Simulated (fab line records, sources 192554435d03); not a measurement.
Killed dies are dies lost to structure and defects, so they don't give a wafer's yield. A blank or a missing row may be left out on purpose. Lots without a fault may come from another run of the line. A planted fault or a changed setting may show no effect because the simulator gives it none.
Split-lot experiment | flow n5_finfet | 7 lots, 39 wafers read, on a route of 1938 steps

THE SPLIT
At N5_HKMG_FIN_ETCH_55 (etches SOC in N2/H2, target depth 240 nm, time 300 s), the setting time_s was moved away from the recipe's 300 s on 15 of the 39 wafers read, by -51.0% to +58.8%. The other wafers ran this setting at the recipe's value.

The reading is taken at the split's own step.

THE READING
SiARC_of_HKMG_FIN_COAT_42.thk_nm (the simulator's own value, which no gauge read), in nm, at N5_HKMG_FIN_ETCH_55 (etches SOC in N2/H2, target depth 240 nm, time 300 s). The file gives no usual value for it. The 24 wafers here that ran the recipe average 21.1 nm, standard deviation 0.29 nm.

wafer  | tool, chamber at the split | time_s as run, s | against the recipe | SiARC_of_HKMG_FIN_COAT_42.thk_nm, nm | against lot-mates on the recipe
L074.2 | rie_diel-01, 2             | 300              | recipe             | 20.6                                 | -
L074.4 | rie_diel-01, 3             | 300              | recipe             | 21                                   | -
L074.6 | rie_diel-01, 1             | 300              | recipe             | 20.6                                 | -
L076.1 | rie_diel-05, 0             | 473.3            | +57.8%             | 12.6                                 | -8.5
L076.2 | rie_diel-05, 2             | 300              | recipe             | 21.2                                 | -
L076.3 | rie_diel-05, 1             | 473.3            | +57.8%             | 13.6                                 | -7.5
L076.4 | rie_diel-05, 3             | 473.3            | +57.8%             | 13                                   | -8.1
L076.5 | rie_diel-05, 1             | 300              | recipe             | 21.2                                 | -
L076.6 | rie_diel-05, 0             | 300              | recipe             | 20.8                                 | -
L079.1 | rie_diel-05, 3             | 300              | recipe             | 21                                   | -
L079.2 | rie_diel-05, 2             | 300              | recipe             | 21.2                                 | -
L079.3 | rie_diel-05, 1             | 300              | recipe             | 21.4                                 | -
L079.4 | rie_diel-05, 0             | 300              | recipe             | 20.8                                 | -
L079.5 | rie_diel-05, 0             | 300              | recipe             | 20.8                                 | -
L079.6 | rie_diel-05, 3             | 300              | recipe             | 21.2                                 | -
L083.1 | rie_diel-01, 1             | 300              | recipe             | 21.2                                 | -
L083.2 | rie_diel-01, 3             | 300              | recipe             | 21.4                                 | -
L083.3 | rie_diel-01, 2             | 472.2            | +57.4%             | 13                                   | -8.3
L083.4 | rie_diel-01, 2             | 300              | recipe             | 21.2                                 | -
L083.5 | rie_diel-01, 3             | 472.2            | +57.4%             | 13.6                                 | -7.7
L083.6 | rie_diel-01, 1             | 472.2            | +57.4%             | 13.2                                 | -8.1
L088.1 | rie_diel-03, 2             | 300              | recipe             | 21.6                                 | -
L088.2 | rie_diel-03, 0             | 300              | recipe             | 21.6                                 | -
L088.3 | rie_diel-03, 3             | 300              | recipe             | 21                                   | -
L088.4 | rie_diel-03, 1             | 476.4            | +58.8%             | 12.8                                 | -8.6
L088.5 | rie_diel-03, 1             | 476.4            | +58.8%             | 12.6                                 | -8.8
L088.6 | rie_diel-03, 0             | 476.4            | +58.8%             | 14                                   | -7.4
L092.1 | rie_diel-05, 2             | 300              | recipe             | 21.2                                 | -
L092.2 | rie_diel-05, 0             | 147              | -51.0%             | 27.8                                 | +6.6
L092.3 | rie_diel-05, 1             | 147              | -51.0%             | 28.2                                 | +7.0
L092.4 | rie_diel-05, 0             | 147              | -51.0%             | 27.8                                 | +6.6
L092.5 | rie_diel-05, 1             | 300              | recipe             | 21.2                                 | -
L092.6 | rie_diel-05, 2             | 300              | recipe             | 21.2                                 | -
L093.1 | rie_diel-05, 2             | 300              | recipe             | 21.4                                 | -
L093.2 | rie_diel-05, 1             | 300              | recipe             | 21.4                                 | -
L093.3 | rie_diel-05, 0             | 412.1            | +37.4%             | 15.2                                 | -5.9
L093.4 | rie_diel-05, 0             | 300              | recipe             | 20.6                                 | -
L093.5 | rie_diel-05, 1             | 412.1            | +37.4%             | 16.4                                 | -4.7
L093.6 | rie_diel-05, 2             | 412.1            | +37.4%             | 16.4                                 | -4.7

THE FIT
A straight line over all 39 wafers: SiARC_of_HKMG_FIN_COAT_42.thk_nm changes by -0.136 nm for each +1% of time_s; r = -1.00; the points scatter about the line by 0.37 nm.
The same after taking each lot's own level away (the mean of its wafers on the recipe; 39 wafers): -0.137 nm for each +1%; r = -1.00; scatter 0.34 nm.
On that fit, the largest move of time_s shifts the reading by 8.1 nm.
The lots' own levels span 20.73 to 21.40 nm, that is 2.3 times the standard deviation above.
So the lot-to-lot level changes the slope little: the two slopes agree.
Check: with one of the wafers moved furthest among these (+58.8%) left out of the fit, the line predicts -8.08 nm for it against its lot-mates. It came out at -8.6 nm against them.

OTHER SPLITS ON THESE WAFERS
These wafers also went through other splits before the reading. Each is held against what the fit with the lots' levels taken away leaves over:
other split on the same wafers       | wafers away from the commonest value | r with SiARC_of_HKMG_FIN_COAT_42.thk_nm (lot level and that fit taken away)
N5_ZERO_LAYER_ETCH_18 target_depth_a | 15                                   | +0.08
N5_FIN_SAQP_PECVD_06 time_s          | 15                                   | -0.11
N5_SD_EPI_N_ETCH_16 target_depth_a   | 12                                   | -0.04

THE WHOLE CHAIN: every reading that the file lists as answering this split, in the file's order
step                | what it does                                         | reading                                                                           | change (the file's fit)               | r (the file's)
N5_HKMG_FIN_ETCH_55 | etches SOC in N2/H2, target depth 240 nm, time 300 s | HKMG_FIN.feature_depth_nm (the simulator's own value, which no gauge read)        | +2.34 nm for each +1% of the setting  | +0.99
N5_HKMG_FIN_ETCH_55 | etches SOC in N2/H2, target depth 240 nm, time 300 s | etch.depth_nm (the simulator's own value, which no gauge read)                    | +2.34 nm for each +1% of the setting  | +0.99
N5_HKMG_FIN_ETCH_55 | etches SOC in N2/H2, target depth 240 nm, time 300 s | SiARC_of_HKMG_FIN_COAT_42.thk_nm (the simulator's own value, which no gauge read) | -0.138 nm for each +1% of the setting | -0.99

THE FILE'S OWN FIT
SiARC_of_HKMG_FIN_COAT_42.thk_nm changes by -0.138 nm for each +1% of time_s, r = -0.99.
